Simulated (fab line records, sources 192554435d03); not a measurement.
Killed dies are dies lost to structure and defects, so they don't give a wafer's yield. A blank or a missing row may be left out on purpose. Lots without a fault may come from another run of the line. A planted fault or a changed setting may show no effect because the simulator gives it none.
fab line records | flow n5_finfet
record lots=3 wafers=9 last_day=19
route steps=1938 shown BEOL_M8@1368 BEOL_M9@1401 BEOL_M15@1830
lots that met no fault: from a run of the same line without faults
start_h: hours from the record's first day to the start of the lot's first wafer shown | wait_h: hours since the lot's step before | " the same as in the row above | L1.1+2: a row that stands for several wafers | - no value, or no start given | * or withheld: withheld | < > ~ a bound
route shown NAME@n: a module of which the file shows steps, and the number in the route of the first | usual: mean/standard deviation of fault-free wafers | same: alike in all rows | chamber/n: place in a boat | sites: the reading at each site | _std_site: their standard deviation | _edge_site: outer sites' mean less inner sites' | radius_mm: how far each site lies from the wafer's centre | mask NAME#n: copy n | behind: the tool/chamber that last shaped the wafer | hold: why the lot was held/for how many hours/how that ended | device: the transistor (n, p or np) that didn't switch | end of line: the same wafers' tests at the end of the route | a step without rows: its recipe alone | killed: dies lost to structure and defects at the first sort, not the wafer's yield | map: a wafer's dies, x killed, . not, _ none there
set.NAME: the setting as run; set.NAME@STEP: as run at that earlier step | model.NAME: the simulator's own value behind a step, which no gauge read
lots at some steps of the route; a table a step, a row a wafer
services: from which hour (start_h, from the record's first day; less than 0 if before it) a tool's chamber was out of use, for how many hours, and why
## steps
# step N5_BEOL_M8_DESCUM_33
# recipe chemistry=O2 time_s=7 source_power_w=50 bias_power_w=20 pressure_mtorr=20 rf_frequency_hz=2.712e+07 temp_c=40 resist=CAR-EUV o2_flow_sccm=225
# step N5_BEOL_M8_ETCH_72
# recipe chemistry=N2/H2 target=underlayer target_depth_a=65 mask_material=CAR-EUV time_s=5.2 ion_energy_ev=200 pressure_mtorr=30 source_w=840 bias_w=150 n2_flow_sccm=200 h2_flow_sccm=200 ends=cleared
# step N5_BEOL_M8_ETCH_65
# recipe chemistry=CF4 target=SiARC target_depth_a=156 mask_material=CAR-EUV time_s=26 ion_energy_ev=80 pressure_mtorr=40 source_w=545 bias_w=36 Ar_flow_sccm=100 cf4_flow_sccm=100 ends=cleared
# step N5_BEOL_M8_ETCH_66
# recipe chemistry=N2/H2 target=SOC target_depth_a=800 overetch_a=160 mask_material=SiARC temp_c=40 time_s=120 ion_energy_ev=200 pressure_mtorr=30 source_w=840 bias_w=150 n2_flow_sccm=200 h2_flow_sccm=200
# step N5_BEOL_M8_STRIP_69
# recipe chemistry=N2/H2 temp_c=40 n2_flow_sccm=200 h2_flow_sccm=200 rf_frequency_hz=6e+07
# step N5_BEOL_M8_STRIP_73
# recipe chemistry=N2/H2 temp_c=40 n2_flow_sccm=200 h2_flow_sccm=200 rf_frequency_hz=6e+07
# step N5_BEOL_M8_VIA_ETCH_34
# recipe chemistry=C4F6/O2 target=SiCOH_lowk target_depth_a=1255 mask_material=SOC taper_deg=4 time_s=50.5 ion_energy_ev=250 pressure_mtorr=30 source_w=345 bias_w=185 Ar_flow_sccm=300 C4F6_flow_sccm=10 O2_flow_sccm=10
# step N5_BEOL_M8_STRIP_76
# recipe chemistry=C4F6/O2 resist=SiARC rf_frequency_hz=6e+07
# step N5_BEOL_M8_STRIP_36
# recipe chemistry=N2/H2 power_w=450 temp_c=40 pressure_mtorr=20 rf_frequency_hz=6e+07 overash_fraction=0.3 bias_power_w=7 h2_frac=0.5 n2_flow_sccm=200 h2_flow_sccm=200
# step N5_BEOL_M8_TRENCH_ETCH_37
# recipe chemistry=C4F6/O2 target_depth_a=934.78 target=SiCOH_lowk time_s=31.2 ion_energy_ev=250 pressure_mtorr=30 source_w=345 bias_w=185 Ar_flow_sccm=300 C4F6_flow_sccm=10 O2_flow_sccm=10
# usual bias_w=185.0/0.59 drypump_motor_current_A=5.8/0.51 oes_product_au=0.79/0.081 rf_fwd_power_W=340.6/1.9 rf_vpp_V=667/7.3 showerhead_plenum_p_Torr=2.84/0.057 throttle_valve_pct=20.98/0.24
# columns lot.wafer tool chamber start_h wait_h bias_w drypump_motor_current_A oes_product_au rf_fwd_power_W rf_hours_counter_h rf_vpp_V showerhead_plenum_p_Torr throttle_valve_pct model.etch.depth_nm model.BEOL_M8.feature_depth_nm
L820.1 rie_diel-01 3 266.82 - 185.5 5.2 0.74 338.3 161 655 2.84 21.25 93.66 93.6
L820.3 " 2 " " 184.7 5.0 0.94 339.7 16 681 2.91 20.58 95.18 95.2
L820.4 " 0 " " 184.5 6.5 0.82 340.3 86 670 2.78 20.94 92.97 93
L822.1 rie_diel-01 0 340.40 - 185.0 6.5 0.80 340.5 110 671 2.77 20.96 93.03 93
L822.2 " 2 " " 185.7 5.0 0.83 256.7 40 784 2.90 20.61 84.97 85
L822.6 " 1 " " 184.5 5.7 0.71 342.9 - 662 2.81 21.18 92.77 92.8
L834.1 rie_diel-04 2 386.07 - 184.7 5.5 0.66 343.7 245 662 2.82 21.37 90.01 90
L834.2 " 0 " " 185.1 6.2 0.83 341.5 58 675 2.89 20.75 92.77 92.8
L834.3 " 3 " " 185.5 5.5 0.82 339.9 87 669 2.88 20.93 93.1 93
# step N5_BEOL_M8_ETCH_41
# recipe chemistry=CH3F/O2 target=SiCN target_depth_a=319 taper_deg=2 time_s=57.8 ion_energy_ev=120 mask_material=TiN pressure_mtorr=30 source_w=395 bias_w=75 Ar_flow_sccm=150 CH3F_flow_sccm=30 O2_flow_sccm=20
# step N5_BEOL_M8_STRIP_80
# recipe chemistry=N2/H2 time_s=10 power_w=450 temp_c=40 pressure_mtorr=20 rf_frequency_hz=6e+07 bias_power_w=7 n2_flow_sccm=200 h2_flow_sccm=200
# step N5_BEOL_M8_OCD_MEAS_38
# usual trench_depth_nm=92.9/1.2
# columns lot.wafer tool chamber start_h wait_h trench_depth_nm
L820.1 ocd-02 - 266.98 - 93.8
L820.3 " - " " 95.4
L820.4 " - " " 93.4
L822.1 ocd-02 - 340.56 - 93.5
L822.2 " - " " 85.1
L822.6 " - " " 92.6
L834.1 ocd-02 - 386.23 - 90.1
L834.2 " - " " 93.2
L834.3 " - " " 93.1
# step N5_BEOL_M8_HM_STRIP_39
# recipe chemistry=peroxide_tin_strip material=TiN target_depth_a=250 temp_c=50 time_s=158
# step N5_BEOL_M8_SRD_40
# recipe time_s=30 temp_c=23 rinse_liquid=diw dry=ipa_marangoni
# step N5_BEOL_M8_PRECLEAN_42
# recipe chemistry=residue_remover time_s=60 temp_c=40
# step N5_BEOL_M8_SRD_43
# recipe time_s=30 temp_c=23 rinse_liquid=diw dry=ipa_marangoni
# step N5_BEOL_M8_CURE_75
# recipe temp_c=370 time_s=120 ambient=DMADMS/He material=SiCOH_lowk
# step N5_BEOL_M8_DEGAS_44
# recipe ambient=vacuum temp_c=250 time_s=60
# step N5_BEOL_M8_PRE_CLEAN_45
# recipe gas=H2/He time_s=30 temp_c=250
# step N5_BEOL_M8_ALD_77
# recipe material=TaN target_thk_a=20 temp_c=275 ald_precursor_family=PDMAT ald_co_reactant=NH3 pressure_torr=3 carrier_flow_sccm=1500 pulse_time_s=2 purge_time_s=3 co_reactant_purge_time_s=2 co_reactant_pulse_time_s=3 ald_cycles=40 precursor_vessel_temp_c=75 precursor_vessel_pressure_torr=26.25 precursor_vessel_carrier_sccm=1000
# step N5_BEOL_M8_SURFACE_TREAT_79
# recipe gas=Ar time_s=* ion_energy_ev=* ion_current_ma_cm2=0.5 pressure_mtorr=* ar_flow_sccm=30
# step N5_BEOL_M8_CVD_78
# recipe material=Co target_thk_a=20 temp_c=withheld precursor=CCTBA/H2 pressure_torr=30 time_s=142.3
# step N5_BEOL_M8_SPUTTER_48
# recipe material=Cu target_thk_a=100 temp_c=-20 bias_v=60 power_w=26000 chamber_pressure_pa=0.13 time_s=1.667
# step N5_BEOL_M8_ECD_50
# recipe material=Cu target_thk_a=3000
# step N5_BEOL_M8_ANNEAL_51
# recipe temp_c=225 time_s=90 ambient=N2
# step N5_BEOL_M8_CMP_52
# recipe stop_on=SiCOH_lowk t_overpolish_s=6.9 down_force_psi=1 platen_rpm=50 clearing_platen_down_force_psi=1.5 clearing_platen_rpm=50 post_cmp_clean=cu_alkaline target_thk_nm=80 clearing_platen_pad_velocity_m_s=0.99484 pad_velocity_m_s=0.99484
# usual barrier_field_endpoint_s=28.9/0.66 head_pressure_psi=0.9999/0.0021 motor_current_A=6.0/0.7 overpolish_run_s=6.902/0.0094 slurry_flow_ml_min=150.0/0.46 time_to_endpoint_s=63.0/2.9
# columns lot.wafer tool chamber start_h wait_h barrier_field_endpoint_s head_pressure_psi motor_current_A overpolish_run_s slurry_flow_ml_min time_to_endpoint_s model.Cu_of_BEOL_M8_ECD_50.thk_nm
L820.1 cmp-02 2 269.81 0.3 28.6 1.0042 5.4 6.901 149.9 67.0 81.4
L820.3 " 3 " " 28.7 0.9999 5.1 6.892 150.5 68.0 82.6
L820.4 " 0 " " 29.4 1.0048 5.6 6.890 150.6 65.6 80.4
L822.2 cmp-04 3 342.79 0.2 28.3 0.9956 6.7 6.908 150.0 60.0 70.6
L822.1 " 0 " " 27.8 0.9975 6.7 6.892 150.9 54.5 77.6
L822.6 " 0 " " 28.4 0.9951 6.8 6.903 150.2 54.1 78
L834.3 cmp-03 1 389.37 0.2 28.5 1.0004 6.1 6.902 150.4 60.9 80
L834.1 " 2 " " 28.9 0.9989 7.1 6.904 150.6 65.0 78.8
L834.2 " 3 " " 28.5 1.0015 5.7 6.879 150.3 61.7 79
# step N5_BEOL_M8_THK_MEAS_53
# recipe thk_meas_gauge=xrf reads=Cu_of_BEOL_M8_ECD_50
# usual M8_THK=78.8/1.4
# columns lot.wafer tool chamber start_h wait_h M8_THK[nm]
L820.1 film_metro-02 - 270.06 - 80.8
L820.3 " - " " 81.6
L820.4 " - " " 79.4
L822.1 film_metro-01 - 343.09 - 76.6
L822.2 " - " " 69.9
L822.6 " - " " 77.3
L834.1 film_metro-02 - 389.62 - 78.1
L834.2 " - " " 78.2
L834.3 " - " " 78.4
# step N5_BEOL_M8_PRE_CLEAN_55
# recipe gas=NH3 time_s=15 temp_c=withheld rf_power_w=300
# step N5_BEOL_M8_DEP_56
# recipe material=SiCN target_thk_a=100 temp_c=withheld precursor=3MS/NH3 pressure_torr=3 rf_w=202 time_s=17.5
# step N5_BEOL_M8_RS_MEAS_57
# recipe thk_meas_gauge=four-point-probe reads=Cu_of_BEOL_M8_ECD_50+Co_of_BEOL_M8_CVD_78+TaN_of_BEOL_M8_ALD_77
# usual M8_RS=0.287/0.0066
# columns lot.wafer tool chamber start_h wait_h M8_RS[ohm/sq]
L820.1 film_metro-01 - 270.19 0.1 0.279
L820.3 " - " " 0.275
L820.4 " - " " 0.284
L822.1 film_metro-01 - 343.22 0.1 0.297
L822.2 " - " " 0.330
L822.6 " - " " 0.294
L834.1 film_metro-02 - 389.76 0.1 0.291
L834.2 " - " " 0.290
L834.3 " - " " 0.285
# step N5_BEOL_M9_ILD_DEP_00
# recipe material=SiCOH_lowk target_thk_a=3085.1 temp_c=300 precursor=DEMS/porogen pressure_torr=5 rf_w=500 time_s=58
# step N5_BEOL_M9_CURE_71
# recipe temp_c=385 time_s=240 ambient=He/Ar material=SiCOH_lowk
# step N5_BEOL_M9_PECVD_70
# recipe material=SiO2 target_thk_a=200 temp_c=400 precursor=TEOS/O2 pressure_torr=5.5 rf_w=450 teos_flow_sccm=53.8 gas=O2 flow_sccm=3000 time_s=22.7
# step N5_BEOL_M9_HM_DEP_02
# recipe material=TiN target_thk_a=200 temp_c=25 chamber_pressure_pa=0.49996
# step N5_BEOL_M9_COAT_59
# recipe resist=SOC temp_c=250 time_s=60 spin_rpm=1500 resist_thk_nm=100
# step N5_BEOL_M15_RC_MEAS_101
# usual COMB_M10=1.4e-11/3e-12 COMB_M11=1.49e-11/2.9e-12 COMB_M12=6e-12/1.2e-12 COMB_M13=4.7e-12/9.3e-13 COMB_M14=3.4e-12/7.4e-13 COMB_M15=2.3e-12/5.6e-13 COMB_M5=3.5e-11/7.8e-12 COMB_M6=2.5e-11/4.9e-12 COMB_M7=2.5e-11/4.9e-12 COMB_M8=2.4e-11/4.4e-12 COMB_M9=1.5e-11/3.1e-12 SERP_M10=3.07/0.079 SERP_M11=3.07/0.065 SERP_M11_max_site=3.16/0.07 SERP_M12=0.640/0.016 SERP_M13=0.309/0.0053 SERP_M13_max_site=0.312/0.0055 SERP_M14=0.1612/0.0029 SERP_M5=39.1/1.3 SERP_M6=13.8/0.44 SERP_M7=14.0/0.46 SERP_M8=14.1/0.47 SERP_M8_max_site=14.6/0.51 SERP_M9=3.06/0.068
# columns lot.wafer tool chamber start_h wait_h COMB_M10[S/m] COMB_M11[S/m] COMB_M12[S/m] COMB_M13[S/m] COMB_M14[S/m] COMB_M15[S/m] COMB_M5[S/m] COMB_M6[S/m] COMB_M7[S/m] COMB_M8[S/m] COMB_M9[S/m] SERP_M10[ohm/um] SERP_M11[ohm/um] SERP_M11_max_site[ohm/um] SERP_M12[ohm/um] SERP_M13[ohm/um] SERP_M13_max_site[ohm/um] SERP_M14[ohm/um] SERP_M5[ohm/um] SERP_M6[ohm/um] SERP_M7[ohm/um] SERP_M8[ohm/um] SERP_M8_max_site[ohm/um] SERP_M9[ohm/um]
L820.1 prober-02 0 314.67 0.0 1.4e-11 1.26e-11 4.5e-12 5.1e-12 3.8e-12 1.9e-12 3.6e-11 3.6e-11 2e-11 2.2e-11 1.5e-11 3.13 3.08 3.13 0.641 0.302 0.303 0.1581 38.7 13.3 14.2 13.6 14.1 3.05
L820.3 " 0 " " 1.3e-11 1.7e-11 5.5e-12 4.2e-12 3.3e-12 1.7e-12 3.2e-11 3.2e-11 1.9e-11 2.4e-11 1.8e-11 3.01 3.09 3.16 0.619 0.305 0.307 0.1595 40.4 13.4 13.7 13.6 14.1 3.06
L820.4 " 0 " " 1.5e-11 1.56e-11 4.6e-12 4.4e-12 4e-12 2.6e-12 2.7e-11 2.5e-11 3.2e-11 2.8e-11 1.2e-11 3.05 3.00 3.04 0.634 0.295 0.298 0.1625 36.9 13.1 14.2 13.7 14.3 3.06
L822.1 prober-02 0 393.61 0.1 1.3e-11 1.59e-11 5.6e-12 4.5e-12 2.2e-12 3.1e-12 2.6e-11 1.7e-11 2.7e-11 2.3e-11 1.3e-11 3.09 2.93 3.04 0.631 0.303 0.308 0.1610 39.3 13.5 14.4 14.5 14.8 3.15
L822.2 " 0 " " 1.4e-11 1.21e-11 6.1e-12 4e-12 2e-12 1.4e-12 2.6e-11 3.1e-11 2.7e-11 1.8e-11 1.3e-11 2.97 3.02 3.12 0.613 0.301 0.304 0.1522 38.0 13.7 13.5 16.5 17.3 3.14
L822.6 " 0 " " 1.3e-11 9.6e-12 7.1e-12 3.7e-12 3.5e-12 3.2e-12 3.1e-11 1.9e-11 2.4e-11 2.6e-11 1.2e-11 3.04 2.99 3.08 0.662 0.299 0.304 0.1595 38.4 13.5 14.2 14.9 15.3 3.15
L834.1 prober-02 0 439.93 0.0 1.2e-11 1.11e-11 6.4e-12 4.5e-12 3.7e-12 1.4e-12 3.6e-11 3e-11 2.4e-11 2.5e-11 1e-11 2.99 3.14 3.21 0.633 0.306 0.309 0.1623 37.5 12.9 14.0 13.7 14.2 3.21
L834.2 " 0 " " 1.3e-11 1.15e-11 6.7e-12 6.1e-12 4.1e-12 2.2e-12 3.5e-11 2.8e-11 2.2e-11 1.6e-11 1.5e-11 2.90 3.07 3.12 0.630 0.304 0.308 0.1647 38.4 13.1 13.7 13.7 14.5 3.18
L834.3 " 0 " " 1.4e-11 1.44e-11 7.3e-12 4.2e-12 4.3e-12 2.3e-12 2.7e-11 2e-11 1.9e-11 2.4e-11 1.2e-11 2.99 3.11 3.20 0.624 0.311 0.312 0.1616 36.2 13.2 13.4 13.7 13.9 3.04
# sites SERP_M8 radius_mm=0,75,75,75,75,140,140,140,140
L820.1 14.1 13.8 13.9 13.6 13.6 12.8 13.3 12.6 13.5
L822.1 14.5 14.4 14.5 14.6 14.4 14.3 14.8 14.7 14.2
L834.1 13.6 13.8 13.6 13.7 13.9 14.2 13.7 13.3 13.5
## services
# columns tool chamber start_h hours kind
cmp-03 - 254.32 4.0 pm
cmp-02 - 255.89 0.6 repair
cmp-03 - 258.32 - consumable_replace:conditioner
cmp-03 - 258.32 - consumable_replace:pad
cmp-04 - 267.99 4.0 pm
cmp-04 - 271.99 - consumable_replace:conditioner
cmp-04 - 271.99 - consumable_replace:pad
cmp-02 - 275.61 1.5 repair
rie_diel-04 2 287.32 7.5 repair
cmp-02 - 295.52 9.9 pm
cmp-02 - 307.53 3.0 pm
rie_diel-04 2 308.08 5.8 repair
rie_diel-04 2 326.28 1.8 repair
cmp-03 - 339.75 1.4 repair
cmp-03 - 351.50 1.3 repair
cmp-03 - 378.34 3.5 repair
cmp-02 - 383.83 4.0 pm
cmp-02 - 387.83 - consumable_replace:conditioner
cmp-02 - 387.83 - consumable_replace:pad
## key
first_sign step=N5_BEOL_M8_TRENCH_ETCH_37 reading=rf_fwd_power_W direction=down sigmas=45 usual=* struck=*
effect step=N5_BEOL_M8_TRENCH_ETCH_37 reading=rf_vpp_V direction=up sigmas=16 usual=667 struck=784
effect step=N5_BEOL_M8_OCD_MEAS_38 reading=trench_depth_nm direction=down sigmas=6.8 usual=92.9 struck=85.1
effect step=N5_BEOL_M8_THK_MEAS_53 reading=M8_THK direction=down sigmas=6.3 usual=78.8 struck=69.9
effect step=N5_BEOL_M8_RS_MEAS_57 reading=M8_RS direction=up sigmas=6.5 usual=0.287 struck=0.330
effect step=N5_BEOL_M15_RC_MEAS_101 reading=SERP_M8 direction=up sigmas=5.1 usual=14.1 struck=16.5
model_effect step=N5_BEOL_M8_TRENCH_ETCH_37 value=etch.depth_nm without=94.46 struck=84.97
model_effect step=N5_BEOL_M8_CMP_52 value=Cu_of_BEOL_M8_ECD_50.thk_nm without=80.2 struck=70.6
met_at N5_BEOL_M8_TRENCH_ETCH_37
struck_wafers L822.2
onset_between 266.82 340.40
fault kind=process_parameter_drift tool=rie_diel-01 chamber=2 onset_h=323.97 steps=N5_BEOL_M8_TRENCH_ETCH_37 channel=source_w offset=-82.8 shape=step end_h=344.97 acts_in=these_recipes_only stated=345
